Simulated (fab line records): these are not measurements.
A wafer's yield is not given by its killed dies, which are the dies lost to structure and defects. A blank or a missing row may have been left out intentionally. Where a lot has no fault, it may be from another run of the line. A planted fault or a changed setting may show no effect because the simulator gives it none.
fab line records    flow nand_harc
record: lots: 10  wafers: 28  last_day: 24
route steps=1159 shown A_SOURCE_PLATE@423 A_ONON_D1@443 A_CHANNEL_HOLE_D1@451 END@1158
lots with no fault: from the same line, run without faults
start_h: start of the lot's first displayed wafer, in hours after the record's first day    wait_h: time in hours since the lot's previous step    " as in the row above    L1.1+2: a row that stands for several wafers    - no value present, or no start provided    * or withheld: withheld    < > ~ a bound
route shown NAME@n: names a module that has steps shown in the file, with the first one's number in the route    usual: mean/standard deviation taken from wafers without a fault    same: alike in all rows    chamber/n: place in a boat    sites: each site's reading    _std_site: the values' standard deviation    _edge_site: outer sites' mean less inner sites'    radius_mm: for every site, how far away it sits from the centre of the wafer    mask NAME#n: copy n    behind: the last tool/chamber to shape the wafer    hold: why the lot was held/for how many hours/how that ended    device: whichever transistor did not switch (one of n, p or np)    end of line: the route-end tests of the same wafers    step lacking rows: just its recipe    killed: at the first sort, the dies lost to defects and structure; wafer yield is something else    map: per-die view of a wafer (x killed, . not killed, _ where there is no die)
set.NAME: the setting the step ran with; set.NAME@STEP: the setting that earlier step ran with    model.NAME: the simulator's own value behind a step, which no gauge read
the route's steps for a sample of lots (tables are steps, rows are wafers)
services: from which hour (start_h, from the record's first day; less than 0 if before it) a tool's chamber was out of use, for how many hours, and why
== steps ==
step: NHARC_A_SOURCE_PLATE_INSPECT_08
usual: raw_defect_count: 61/27
lot.wafer  tool               chamber  start_h  wait_h  raw_defect_count
L424.2     defect_inspect-01  -        164.77   0.0     28
L424.3     "                  -        "        "       38
L424.6     "                  -        "        "       17
L426.2     defect_inspect-02  -        171.78   0.0     22
L426.5     "                  -        "        "       53
L426.6     "                  -        "        "       35
L427.3     defect_inspect-01  -        181.32   0.0     67
L427.5     "                  -        "        "       69
L427.6     "                  -        "        "       66
L429.2     defect_inspect-01  -        186.88   0.0     28
L429.3     "                  -        "        "       27
L429.6     "                  -        "        "       41
L431.1     defect_inspect-01  -        196.50   0.1     52
L431.2     "                  -        "        "       36
L431.6     "                  -        "        "       29
L432.2     defect_inspect-02  -        210.82   0.0     63
L432.6     "                  -        "        "       42
L437.2     defect_inspect-02  -        234.76   0.0     74
L437.3     "                  -        "        "       52
L437.5     "                  -        "        "       48
L436.3     defect_inspect-01  -        234.78   0.0     51
L436.4     "                  -        "        "       105
L439.2     defect_inspect-01  -        251.41   0.0     73
L439.3     "                  -        "        "       43
L439.5     "                  -        "        "       81
L446.1     defect_inspect-02  -        280.13   0.0     48
L446.2     "                  -        "        "       39
L446.3     "                  -        "        "       75
step: NHARC_A_ONON_D1_THK_MEAS_27
recipe: thk_meas_gauge: ellipsometry
usual: thk_nm: 997/9
lot.wafer  tool           chamber  start_h  wait_h  thk_nm
L424.2     film_metro-02  -        176.40   -       992
L424.3     "              -        "        "       994
L424.6     "              -        "        "       994
L426.2     film_metro-01  -        184.77   -       1010
L426.5     "              -        "        "       1010
L426.6     "              -        "        "       1011
L427.3     film_metro-02  -        194.17   -       983
L427.5     "              -        "        "       983
L427.6     "              -        "        "       982
L429.2     film_metro-01  -        198.52   -       998
L429.3     "              -        "        "       998
L429.6     "              -        "        "       997
L431.1     film_metro-02  -        208.17   -       1002
L431.2     "              -        "        "       1002
L431.6     "              -        "        "       1003
L432.2     film_metro-01  -        223.39   -       1001
L432.6     "              -        "        "       1001
L437.2     film_metro-01  -        246.45   -       983
L437.3     "              -        "        "       982
L437.5     "              -        "        "       982
L436.3     film_metro-02  -        246.61   -       1003
L436.4     "              -        "        "       1003
L439.2     film_metro-01  -        263.41   -       1014
L439.3     "              -        "        "       1014
L439.5     "              -        "        "       1014
L446.1     film_metro-02  -        291.71   -       999
L446.2     "              -        "        "       1000
L446.3     "              -        "        "       1001
step: NHARC_A_CHANNEL_HOLE_D1_DEP_01
recipe: target_thk_a: 1400  target_thk_nm: 140  temp_c: 400  pressure_torr: 3.5  flow_sccm: 200  rf_w: 350  material: SiON
usual: heater_power_w: 774/62  rf_fwd_power_W: 348.3/1.2
lot.wafer  tool      chamber  start_h  wait_h  heater_power_w  rf_fwd_power_W
L424.2     pecvd-04  2        181.34   1.3     795             348.9
L424.3     "         0        "        "       790             349.0
L424.6     "         0        "        "       811             349.8
L426.2     pecvd-01  2        188.46   1.3     683             349.3
L426.6     "         1        "        "       818             348.2
L426.5     "         0        "        "       822             348.4
L427.3     pecvd-02  2        197.55   1.2     757             345.3
L427.6     "         2        "        "       744             346.5
L427.5     "         1        "        "       794             349.3
L429.2     pecvd-02  0        201.64   1.3     673             350.2
L429.3     "         2        "        "       772             346.8
L429.6     "         2        "        "       775             346.8
L431.2     pecvd-02  0        212.14   1.3     805             349.5
L431.1     "         2        "        "       809             347.3
L431.6     "         2        "        "       834             347.9
L432.2     pecvd-02  2        226.54   1.3     830             346.0
L432.6     "         1        "        "       879             350.2
L437.3     pecvd-04  1        249.55   1.0     759             349.2
L437.2     "         0        "        "       739             348.7
L437.5     "         2        "        "       832             348.1
L436.3     pecvd-01  0        250.46   1.0     750             348.5
L436.4     "         0        "        "       761             349.0
L439.2     pecvd-04  0        267.03   1.3     733             347.0
L439.3     "         1        "        "       830             349.5
L439.5     "         1        "        "       812             348.2
L446.1     pecvd-01  1        295.46   1.6     778             348.7
L446.3     "         2        "        "       692             350.2
L446.2     "         0        "        "       760             348.8
step: NHARC_A_CHANNEL_HOLE_D1_PEB_08
recipe: peb_temp_c: 100  peb_time_s: 65
usual: plate_temp_C: 99.99/0.12
lot.wafer  tool            chamber  start_h  wait_h  plate_temp_C
L424.2     litho_track-06  0        181.95   0.1     100.07
L424.3     "               0        "        "       100.09
L424.6     "               0        "        "       100.06
L426.2     litho_track-04  0        189.08   0.1     100.05
L426.5     "               0        "        "       100.12
L426.6     "               0        "        "       100.07
L427.3     litho_track-06  0        198.19   0.0     99.83
L427.5     "               0        "        "       99.91
L427.6     "               0        "        "       99.98
L429.2     litho_track-01  0        202.28   0.1     99.93
L429.3     "               0        "        "       100.09
L429.6     "               0        "        "       99.96
L431.1     litho_track-06  0        212.78   0.1     100.16
L431.2     "               0        "        "       99.79
L431.6     "               0        "        "       100.15
L432.2     litho_track-06  0        227.06   0.1     99.99
L432.6     "               0        "        "       99.95
L437.2     litho_track-04  0        250.19   0.1     100.07
L437.3     "               0        "        "       100.11
L437.5     "               0        "        "       100.08
L436.3     litho_track-06  0        251.08   0.0     100.01
L436.4     "               0        "        "       100.12
L439.2     litho_track-04  0        267.54   0.1     99.87
L439.3     "               0        "        "       99.79
L439.5     "               0        "        "       99.89
L446.1     litho_track-04  0        296.11   0.1     99.92
L446.2     "               0        "        "       99.96
L446.3     "               0        "        "       100.09
step: NHARC_A_CHANNEL_HOLE_D1_CD_MEAS_10
recipe: target_cd_nm: 100  landing_energy_ev: 500
usual: cd_nm: 100.0/0.4
lot.wafer  tool       chamber  start_h  wait_h  cd_nm
L424.2     cd_sem-03  0        182.04   -       99.9
L424.3     "          0        "        "       100.0
L424.6     "          0        "        "       99.5
L426.2     cd_sem-02  0        189.16   -       100.2
L426.5     "          0        "        "       100.2
L426.6     "          0        "        "       99.8
L427.3     cd_sem-01  0        198.27   -       100.2
L427.5     "          0        "        "       99.3
L427.6     "          0        "        "       99.9
L429.2     cd_sem-03  0        202.36   -       100.0
L429.3     "          0        "        "       100.3
L429.6     "          0        "        "       100.2
L431.1     cd_sem-02  0        212.86   -       100.6
L431.2     "          0        "        "       100.2
L431.6     "          0        "        "       100.2
L432.2     cd_sem-03  0        227.14   -       112.6
L432.6     "          0        "        "       112.5
L437.2     cd_sem-01  0        250.27   -       100.0
L437.3     "          0        "        "       100.0
L437.5     "          0        "        "       99.7
L436.3     cd_sem-02  0        251.16   -       109.9
L436.4     "          0        "        "       110.3
L439.2     cd_sem-02  0        267.62   -       100.8
L439.3     "          0        "        "       100.4
L439.5     "          0        "        "       100.7
L446.1     cd_sem-01  0        296.19   -       99.8
L446.2     "          0        "        "       99.8
L446.3     "          0        "        "       99.6
step: NHARC_A_CHANNEL_HOLE_D1_CD_MEAS_30
usual: cd_nm: 90.2/0.9
lot.wafer  tool       chamber  start_h  wait_h  cd_nm
L424.2     cd_sem-02  -        189.31   -       90.3
L424.3     "          -        "        "       90.3
L424.6     "          -        "        "       88.4
L426.2     cd_sem-01  -        196.21   -       89.7
L426.5     "          -        "        "       90.2
L426.6     "          -        "        "       90.3
L427.3     cd_sem-03  -        205.31   -       90.3
L427.5     "          -        "        "       90.2
L427.6     "          -        "        "       90.1
L429.2     cd_sem-01  -        209.51   -       90.1
L429.3     "          -        "        "       89.9
L429.6     "          -        "        "       90.8
L431.1     cd_sem-02  -        219.76   -       90.6
L431.2     "          -        "        "       92.0
L431.6     "          -        "        "       90.9
L432.2     cd_sem-03  -        234.03   -       103.4
L432.6     "          -        "        "       104.2
L437.2     cd_sem-02  -        257.37   -       88.6
L437.3     "          -        "        "       89.6
L437.5     "          -        "        "       88.5
L436.3     cd_sem-01  -        258.09   0.1     99.8
L436.4     "          -        "        "       101.1
L439.2     cd_sem-02  -        274.52   -       90.3
L439.3     "          -        "        "       90.9
L439.5     "          -        "        "       90.6
L446.1     cd_sem-02  -        303.10   -       89.8
L446.2     "          -        "        "       89.3
L446.3     "          -        "        "       89.5
step: NHARC_A_CHANNEL_HOLE_D1_XSEM_31
recipe: landing_energy_ev: 35000
usual: bot_cd_nm: 74.8/1  bow_nm: 8.63/0.26  tilt_deg: 0.07/0.044
lot.wafer  tool     chamber  start_h  wait_h  bot_cd_nm  bow_nm  tilt_deg
L424.2     xsem-02  0        189.40   0.1     74.7       8.89    0.00
L424.3     "        0        "        "       74.2       8.90    0.00
L424.6     "        0        "        "       73.2       8.93    0.00
L426.2     xsem-02  0        196.31   0.1     73.6       8.83    0.08
L426.5     "        0        "        "       74.3       8.90    0.08
L426.6     "        0        "        "       74.6       8.87    0.08
L427.3     xsem-02  0        205.41   0.1     74.0       8.58    0.11
L427.5     "        0        "        "       74.3       8.51    0.10
L427.6     "        0        "        "       74.2       8.43    0.11
L429.2     xsem-02  0        209.60   0.1     75.0       8.68    0.06
L429.3     "        0        "        "       74.8       8.61    0.06
L429.6     "        0        "        "       75.5       8.65    0.06
L431.1     xsem-01  0        219.85   0.1     75.2       8.39    0.09
L431.2     "        0        "        "       76.0       8.34    0.09
L431.6     "        0        "        "       76.3       8.37    0.09
L432.2     xsem-01  0        234.12   0.1     87.9       8.51    0.11
L432.6     "        0        "        "       88.9       8.50    0.11
L437.2     xsem-01  0        257.46   0.1     73.3       8.96    0.08
L437.3     "        0        "        "       74.5       9.00    0.08
L437.5     "        0        "        "       73.6       8.97    0.08
L436.3     xsem-02  0        258.18   0.1     84.8       8.47    0.14
L436.4     "        0        "        "       86.4       8.45    0.14
L439.2     xsem-02  0        274.61   0.1     74.5       9.15    0.03
L439.3     "        0        "        "       75.4       9.06    0.03
L439.5     "        0        "        "       75.2       9.06    0.03
L446.1     xsem-01  0        303.20   0.1     75.0       9.03    0.04
L446.2     "        0        "        "       74.7       8.92    0.04
L446.3     "        0        "        "       74.5       8.97    0.04
step: NHARC_END_WLT_00
usual: VT_DECK1_BOTTOM: 0.868/0.0078  VT_DECK1_BOTTOM_INNER: 0.868/0.0069  VT_DECK1_MEDIAN_NEAR_BOTTOM: 0.870/0.0076  VT_DECK1_MEDIAN_NEAR_BOTTOM_INNER: 0.869/0.007  VT_DECK1_MIDDLE: 0.882/0.007  VT_DECK1_MIDDLE_INNER: 0.881/0.0072  VT_DECK1_TOP: 0.892/0.0077  VT_DECK1_TOP_INNER: 0.892/0.0074
lot.wafer  tool       chamber  start_h  wait_h  VT_DECK1_BOTTOM  VT_DECK1_BOTTOM_INNER  VT_DECK1_MEDIAN_NEAR_BOTTOM  VT_DECK1_MEDIAN_NEAR_BOTTOM_INNER  VT_DECK1_MIDDLE  VT_DECK1_MIDDLE_INNER  VT_DECK1_TOP  VT_DECK1_TOP_INNER
L426.2     prober-02  -        439.61   0.6     0.865            0.860                  0.866                        0.864                              0.881            0.881                  0.899         0.889
L426.5     "          -        441.12   2.1     0.868            0.867                  0.867                        0.869                              0.883            0.882                  0.889         0.891
L426.6     "          -        "        "       0.868            0.864                  0.874                        0.874                              0.883            0.879                  0.901         0.888
L424.2     prober-01  -        447.51   4.8     0.879            0.863                  0.873                        0.870                              0.895            0.888                  0.900         0.895
L424.3     "          -        "        "       0.878            0.863                  0.874                        0.872                              0.890            0.888                  0.894         0.892
L424.6     "          -        449.50   6.8     0.872            0.878                  0.868                        0.870                              0.886            0.892                  0.891         0.900
L429.2     prober-02  -        455.13   12.5    0.868            0.864                  0.873                        0.869                              0.888            0.887                  0.897         0.905
L429.3     "          -        "        "       0.873            0.873                  0.870                        0.871                              0.889            0.887                  0.898         0.899
L429.6     "          -        457.16   14.5    0.875            0.874                  0.877                        0.866                              0.900            0.889                  0.901         0.897
L427.3     prober-01  -        463.56   6.5     0.874            0.875                  0.881                        0.885                              0.898            0.878                  0.909         0.909
L427.5     "          -        464.57   7.5     0.884            0.880                  0.879                        0.888                              0.887            0.898                  0.905         0.902
L427.6     "          -        "        "       0.869            0.877                  0.882                        0.869                              0.898            0.888                  0.899         0.904
L431.1     prober-02  -        472.27   0.1     0.876            0.876                  0.878                        0.874                              0.894            0.885                  0.891         0.898
L431.2     "          -        "        "       0.875            0.887                  0.880                        0.877                              0.894            0.879                  0.900         0.895
L431.6     "          -        474.78   2.6     0.878            0.869                  0.877                        0.872                              0.884            0.886                  0.901         0.892
L432.2     prober-01  -        485.75   0.5     0.899            0.894                  0.895                        0.890                              0.907            0.912                  0.913         0.905
L432.6     "          -        487.76   2.5     0.894            0.894                  0.903                        0.897                              0.902            0.907                  0.910         0.904
L437.2     prober-01  -        514.66   0.5     0.867            0.873                  0.868                        0.863                              0.890            0.884                  0.895         0.900
L437.3     "          -        "        "       0.871            0.871                  0.879                        0.867                              0.885            0.891                  0.897         0.901
L437.5     "          -        516.16   2.0     0.863            0.862                  0.865                        0.866                              0.879            0.875                  0.896         0.902
L436.3     prober-02  -        515.15   1.1     0.897            0.896                  0.896                        0.897                              0.904            0.903                  0.917         0.921
L436.4     "          -        "        "       0.895            0.894                  0.903                        0.901                              0.908            0.910                  0.908         0.921
L439.2     prober-01  -        543.56   8.3     0.868            0.863                  0.873                        0.874                              0.878            0.883                  0.885         0.889
L439.3     "          -        "        "       0.867            0.866                  0.871                        0.861                              0.873            0.874                  0.890         0.886
L439.5     "          -        545.05   9.8     0.864            0.860                  0.869                        0.868                              0.877            0.887                  0.890         0.888
L446.1     prober-02  -        560.64   5.2     0.875            0.874                  0.871                        0.869                              0.884            0.885                  0.902         0.897
L446.2     "          -        "        "       0.870            0.867                  0.870                        0.865                              0.881            0.876                  0.909         0.890
L446.3     "          -        "        "       0.868            0.866                  0.873                        0.876                              0.888            0.883                  0.894         0.894
step: NHARC_END_SORT_01
recipe: temp_c: 25
usual: killed_at_array: 24/7.4  killed_at_other: 0.5/0.81  killed_at_periphery: 3.4/2.3  killed_dies: 28/8  killed_open: 3.4/1.8  killed_short: 2.0/1.4
same: gross_dies: 677
lot.wafer  tool       chamber  start_h  wait_h  killed_at_array  killed_at_other  killed_at_periphery  killed_dies  killed_open  killed_short
L432.2     prober-01  0        489.05   2.8     35               0                1                    36           3            1
L432.6     prober-01  0        492.23   4.0     44               1                1                    46           2            3
L436.3     prober-02  0        518.70   3.1     28               0                9                    37           5            1
L436.4     prober-02  0        519.48   3.3     20               0                6                    26           4            3
killed by level:class
L432.2 A_SLIT:chamber_film_flake=8 A_CHANNEL_HOLE_D1:area_peb=8 A_CHANNEL_HOLE_D1:chamber_film_flake=7 A_CONTACT:chamber_film_flake=7 A_CONTACT:geometric_particle:open=2 A_WL_FILL:geometric_particle:short=1 A_M1:geometric_particle:open=1 P_GATE:chamber_film_flake=1
L432.6 A_CHANNEL_HOLE_D1:chamber_film_flake=16 A_SLIT:chamber_film_flake=14 A_CHANNEL_HOLE_D1:area_peb=5 A_WL_FILL:geometric_particle:short=2 A_CONTACT:geometric_particle:open=2 A_STAIRCASE:chamber_film_flake=2 A_CONTACT:chamber_film_flake=2 A_CHANNEL_FILL_D1:geometric_particle:short=1
L436.3 A_CHANNEL_HOLE_D1:area_peb=13 P_ZERO_WELL:chamber_film_flake=5 A_CHANNEL_HOLE_D1:chamber_film_flake=5 A_WL_FILL:chamber_film_flake=3 P_M1:chamber_film_flake=2 A_STAIRCASE:chamber_film_flake=2 P_CONTACT:geometric_particle:open=1 A_ONON_D1:geometric_particle:open=1
L436.4 A_CHANNEL_HOLE_D1:chamber_film_flake=6 A_WL_FILL:chamber_film_flake=5 P_ZERO_WELL:chamber_film_flake=3 A_STAIRCASE:chamber_film_flake=3 A_CHANNEL_FILL_D1:geometric_particle:short=2 A_CONTACT:geometric_particle:open=2 P_STI:geometric_particle:short=1 P_GATE:geometric_particle:open=1
== services ==
tool            chamber  start_h  hours  kind
pecvd-02        0        166.04   -      clean
pecvd-02        1        166.04   -      clean
pecvd-02        2        166.04   -      clean
pecvd-01        0        177.41   8.9    repair
pecvd-04        -        195.32   13.0   pm
pecvd-04        0        195.32   13.0   vent_cycle
pecvd-04        1        195.32   13.0   vent_cycle
pecvd-04        2        195.32   13.0   vent_cycle
pecvd-01        1        200.39   13.5   repair
pecvd-04        0        208.32   -      clean
pecvd-04        1        208.32   -      clean
pecvd-04        2        208.32   -      clean
pecvd-01        -        237.18   13.0   pm
pecvd-01        0        237.18   13.0   vent_cycle
pecvd-01        1        237.18   13.0   vent_cycle
pecvd-01        2        237.18   13.0   vent_cycle
pecvd-01        0        250.18   -      clean
pecvd-01        -        257.37   2.0    repair
pecvd-04        -        267.95   0.8    repair
litho_track-01  -        268.00   7.0    pm
pecvd-01        -        274.54   1.8    repair
pecvd-02        -        290.31   1.0    repair
litho_track-06  -        292.00   7.0    pm
xsem-02         -        302.00   14.0   pm
== key ==
first_sign: step: NHARC_A_CHANNEL_HOLE_D1_CD_MEAS_10  reading: cd_nm  direction: up  sigmas: 29  usual: 100.0  struck: 111.3  through: control_loop
effect: step: NHARC_A_CHANNEL_HOLE_D1_CD_MEAS_30  reading: cd_nm  direction: up  sigmas: 13  usual: 90.2  struck: 102.1  through: control_loop
effect: step: NHARC_A_CHANNEL_HOLE_D1_XSEM_31  reading: bot_cd_nm  direction: up  sigmas: 12  usual: 74.8  struck: 87.0  through: control_loop
effect: step: NHARC_END_WLT_00  reading: VT_DECK1_MEDIAN_NEAR_BOTTOM_INNER  direction: up  sigmas: 3.9  usual: 0.869  struck: 0.896
met_at NHARC_A_CHANNEL_HOLE_D1_PEB_08
struck_lots L432,L436
tester_left_out L432,L436
loop_trim: step: NHARC_A_CHANNEL_HOLE_D1_EXPOSE_07  setting: dose  lots: L436
not_acting_at NHARC_A_SOURCE_PLATE_INSPECT_08,NHARC_A_ONON_D1_THK_MEAS_27,NHARC_A_CHANNEL_HOLE_D1_DEP_01
onset_between 212.78 227.06
fault: kind: process_parameter_drift  tool: litho_track-06  chamber: -  onset_h: 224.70  steps: NHARC_A_CHANNEL_HOLE_D1_PEB_08  channel: peb_time_s  offset: *  shape: step  end_h: 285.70  acts_in: *  stated: *
tester_left_out: of these lots the tester's yield and bins aren't shown, on N5 and GAA mostly nor the transistor test; their killed dies are dies lost to structure and defects alone, not to doping, threshold or leakage, so they don't give the yield
loop_trim: a control loop set the setting to another value than it would have without faults
